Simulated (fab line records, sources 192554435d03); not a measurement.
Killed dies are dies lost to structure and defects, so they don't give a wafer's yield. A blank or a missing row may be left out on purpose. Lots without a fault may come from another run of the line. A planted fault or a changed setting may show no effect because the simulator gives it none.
Problem report in the 8D (eight disciplines) form, filled by code | flow n5_finfet | the parts of the form that need people (team, actions taken, sign-off) are left out

1. THE PROBLEM
susceptor_temp_C at N5_BEOL_M5_ILD_DEP_00 reads a mean of 304.77 C on 6 wafers of 2 lots; wafers without a fault read 300.02 C with a standard deviation of 0.18. That is +26 standard deviations from the usual mean.
The step: deposits SiCOH lowk from DEMS/porogen, target thk 140.64 nm, time 25.9 s.
First seen on wafer L247.2, day 9 16:18, on pecvd-01. The record holds 36 wafers of 12 lots with a number at this step. Rule for "out", or "out of limits": more than 4 standard deviations from the usual mean. The other wafers with a number count as sound.

2. WHAT IT IS AND WHAT IT IS NOT
question                    | is                     | is not
which readings at this step | susceptor_temp_C       | showerhead_plenum_p_Torr, throttle_valve_pct
which lots                  | L247, L250             | L240, L241, L242, L254, L256, L257, L258, L260, L261, L262
which wafers of those lots  | all that have a number | -
read on which tools         | pecvd-01               | pecvd-02, pecvd-03
when                        | from day 9 16:18       | up to then (9 sound wafers); but 21 sound wafers of L254, L256, L257, L258, L260, L261, L262 came after

3. SUSPECTS, AND WHAT RULES EACH OUT
Counting: a tool at a process step up to the reading stays a suspect if it ran every lot that is out and no sound lot after the first of them.
- pvd_sputter-01 at N5_BEOL_M4_ANNEAL_87 (time 240 s): ruled out as a lasting fault. Sound lots L260, L261, L262 ran on it after its first lot that is out, L247 (day 9 13:09).
- pvd_sputter-01 at N5_BEOL_M4_ANNEAL_93 (time 240 s): ruled out as a lasting fault. Sound lots L260, L261, L262 ran on it after its first lot that is out, L247 (day 9 13:49).
- pecvd-01 at N5_BEOL_M5_ILD_DEP_00 (deposits SiCOH lowk from DEMS/porogen, target thk 140.64 nm, time 25.9 s): ruled out as a lasting fault. Sound lots L258, L262 ran on it after its first lot that is out, L247 (day 9 16:18).
Left after counting: nothing in the record.

4. THE CAUSE (what the simulator had put in)
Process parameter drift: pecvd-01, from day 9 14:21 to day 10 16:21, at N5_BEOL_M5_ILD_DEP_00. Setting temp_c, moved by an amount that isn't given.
Counting ruled it out, wrongly.

5. THE CHAIN OF EFFECTS, in route order
Each row: a reading whose mean over the struck wafers that have a number lies more than 3 standard deviations from the usual. Only readings for which the record gives a usual standard deviation are gone through. hours: the time from each lot's start at the first step in this table that gives one to its start at this step, as a median over the lots. sigmas: the change in usual standard deviations.
hours | step                  | reading          | usual    | on struck wafers | change | sigmas
0     | N5_BEOL_M5_ILD_DEP_00 | susceptor_temp_C | 300.02 C | 304.77           | +4.75  | +26
The process steps in it:
- N5_BEOL_M5_ILD_DEP_00: deposits SiCOH lowk from DEMS/porogen, target thk 140.64 nm, time 25.9 s.

6. WHAT WOULD HAVE CAUGHT IT SOONER
In this record the first reading out of limits was taken at day 9 16:18, 2 hours after the fault began at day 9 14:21.
